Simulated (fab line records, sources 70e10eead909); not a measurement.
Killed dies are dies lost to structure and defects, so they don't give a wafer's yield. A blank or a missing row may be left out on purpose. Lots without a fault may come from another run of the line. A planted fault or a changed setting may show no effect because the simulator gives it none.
Chamber matching | flow nand_harc | NHARC_A_SLIT_DEP_23 on pecvd-03: 3 sister chambers
The step deposits SiON, target thk 100 nm. 20 wafers are shown with their chamber, then 10 later ones without.

WAFERS WITH THEIR CHAMBER
wafer  | chamber | heater_power_w (W) | susceptor_temp_C (C)
L074.2 | 0       | 773                | 399.95
L074.3 | 2       | 849                | 399.33
L074.5 | 1       | 904                | 400.33
L075.2 | 1       | 909                | 399.73
L075.3 | 0       | 830                | 399.84
L075.4 | 1       | 926                | 400.07
L077.2 | 1       | 748                | 399.93
L077.3 | 2       | 846                | 399.79
L077.6 | 0       | 696                | 400.13
L078.1 | 1       | 897                | 400.31
L078.3 | 0       | 809                | 399.71
L078.5 | 0       | 826                | 400.21
L076.1 | 0       | 740                | 399.99
L076.3 | 2       | 772                | 399.98
L076.6 | 1       | 817                | 400.29
L082.1 | 2       | 837                | 399.94
L082.4 | 1       | 914                | 399.79
L082.5 | 2       | 811                | 400.07
L083.1 | 2       | 773                | 400.33
L083.2 | 1       | 829                | 400.09

SIGNATURES (means of the wafers above)
reading          | chamber 0 | chamber 1 | chamber 2 | scatter within a chamber
heater_power_w   | 779.00    | 868.00    | 814.67    | 53.3
susceptor_temp_C | 399.9717  | 400.0675  | 399.9067  | 0.256
Rule: a wafer's distance from a chamber is the root of the sum, over the readings, of the square of ((its reading less the chamber's mean) divided by the reading's scatter). The wafer belongs to the nearest chamber; if the next one is less than 2 further off, it can't be placed. The scatter: the root of (the sum of the squares of (reading less its chamber's mean) over the shown wafers, divided by (wafers less chambers)).

WAFERS WITHOUT THEIR CHAMBER
wafer  | heater_power_w (W) | susceptor_temp_C (C)
L083.6 | 775                | 399.70
L086.2 | 783                | 399.76
L086.3 | 816                | 400.14
L086.5 | 796                | 400.03
L097.1 | 804                | 400.07
L097.3 | 737                | 400.16
L097.6 | 844                | 400.04
L096.1 | 895                | 399.90
L096.2 | 722                | 399.59
L096.4 | 912                | 400.06

WHICH CHAMBER EACH WENT THROUGH
wafer  | from the rows above          | in truth
L083.6 | can't be placed: 0 or 2 or 1 | 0
L086.2 | can't be placed: 2 or 0 or 1 | 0
L086.3 | can't be placed: 2 or 0 or 1 | 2
L086.5 | can't be placed: 0 or 2 or 1 | 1
L097.1 | can't be placed: 0 or 2 or 1 | 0
L097.3 | can't be placed: 0 or 2 or 1 | 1
L097.6 | can't be placed: 1 or 2 or 0 | 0
L096.1 | can't be placed: 1 or 2 or 0 | 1
L096.2 | can't be placed: 0 or 2 or 1 | 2
L096.4 | can't be placed: 1 or 2 or 0 | 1
Placed correctly: 0 of 10. Can't be placed from these rows: 10 (the true chamber is among the candidates in 10). Placed wrongly: 0.
